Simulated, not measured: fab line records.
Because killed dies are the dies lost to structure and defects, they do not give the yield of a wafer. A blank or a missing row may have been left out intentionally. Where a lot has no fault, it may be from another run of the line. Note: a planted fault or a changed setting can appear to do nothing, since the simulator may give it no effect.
Chamber matching || flow n5_finfet || rie_diel-03 running N5_BEOL_M7_DESCUM_33: 4 sister chambers
The step chemistry O2, time 7 s. 8 wafers are shown with their chamber, then 8 later ones without.

## WAFERS PAIRED WITH THEIR CHAMBERS
{"wafer": "L076.1", "chamber": 3, "showerhead_plenum_p_Torr (Torr)": 2.02, "throttle_valve_pct (%)": 20.45}
{"wafer": "L076.2", "chamber": 0, "showerhead_plenum_p_Torr (Torr)": 2.00, "throttle_valve_pct (%)": 20.61}
{"wafer": "L082.6", "chamber": 3, "showerhead_plenum_p_Torr (Torr)": 2.02, "throttle_valve_pct (%)": 20.47}
{"wafer": "L086.2", "chamber": 0, "showerhead_plenum_p_Torr (Torr)": 1.99, "throttle_valve_pct (%)": 20.63}
{"wafer": "L086.6", "chamber": 1, "showerhead_plenum_p_Torr (Torr)": 2.13, "throttle_valve_pct (%)": 20.14}
{"wafer": "L087.1", "chamber": 1, "showerhead_plenum_p_Torr (Torr)": 2.13, "throttle_valve_pct (%)": 20.13}
{"wafer": "L087.6", "chamber": 2, "showerhead_plenum_p_Torr (Torr)": 1.99, "throttle_valve_pct (%)": 20.40}
{"wafer": "L088.1", "chamber": 2, "showerhead_plenum_p_Torr (Torr)": 1.98, "throttle_valve_pct (%)": 20.41}

## WAFERS MISSING THEIR CHAMBER
{"wafer": "L088.4", "showerhead_plenum_p_Torr (Torr)": 2.01, "throttle_valve_pct (%)": 20.48}
{"wafer": "L088.6", "showerhead_plenum_p_Torr (Torr)": 1.99, "throttle_valve_pct (%)": 20.66}
{"wafer": "L094.1", "showerhead_plenum_p_Torr (Torr)": 2.13, "throttle_valve_pct (%)": 20.17}
{"wafer": "L094.5", "showerhead_plenum_p_Torr (Torr)": 1.98, "throttle_valve_pct (%)": 20.42}
{"wafer": "L094.6", "showerhead_plenum_p_Torr (Torr)": 2.13, "throttle_valve_pct (%)": 20.15}
{"wafer": "L095.3", "showerhead_plenum_p_Torr (Torr)": 2.13, "throttle_valve_pct (%)": 20.16}
{"wafer": "L095.4", "showerhead_plenum_p_Torr (Torr)": 2.01, "throttle_valve_pct (%)": 20.50}
{"wafer": "L095.6", "showerhead_plenum_p_Torr (Torr)": 2.01, "throttle_valve_pct (%)": 20.50}

## CHAMBER TAKEN BY EACH
{"wafer": "L088.4", "from the rows above": 3, "in truth": 3}
{"wafer": "L088.6", "from the rows above": 0, "in truth": 0}
{"wafer": "L094.1", "from the rows above": 1, "in truth": 1}
{"wafer": "L094.5", "from the rows above": 2, "in truth": 2}
{"wafer": "L094.6", "from the rows above": 1, "in truth": 1}
{"wafer": "L095.3", "from the rows above": 1, "in truth": 1}
{"wafer": "L095.4", "from the rows above": 3, "in truth": 3}
{"wafer": "L095.6", "from the rows above": 3, "in truth": 3}
Correct placement for 8 of the 8. Can't be placed from these rows: 0. Wrongly placed: 0.
How it was worked out, from the rows above alone: a wafer's distance from a chamber is the root of the sum, over the readings, of the square of ((its reading less the chamber's mean) divided by the reading's scatter). The wafer belongs to the nearest chamber; if the next one is less than 2 further off, it can't be placed. Each chamber's mean is taken over the wafers shown for it. How the scatter is found: for the shown wafers, subtract from each reading the mean of its chamber, square and add these, divide the total by (wafers less chambers), then take the root.
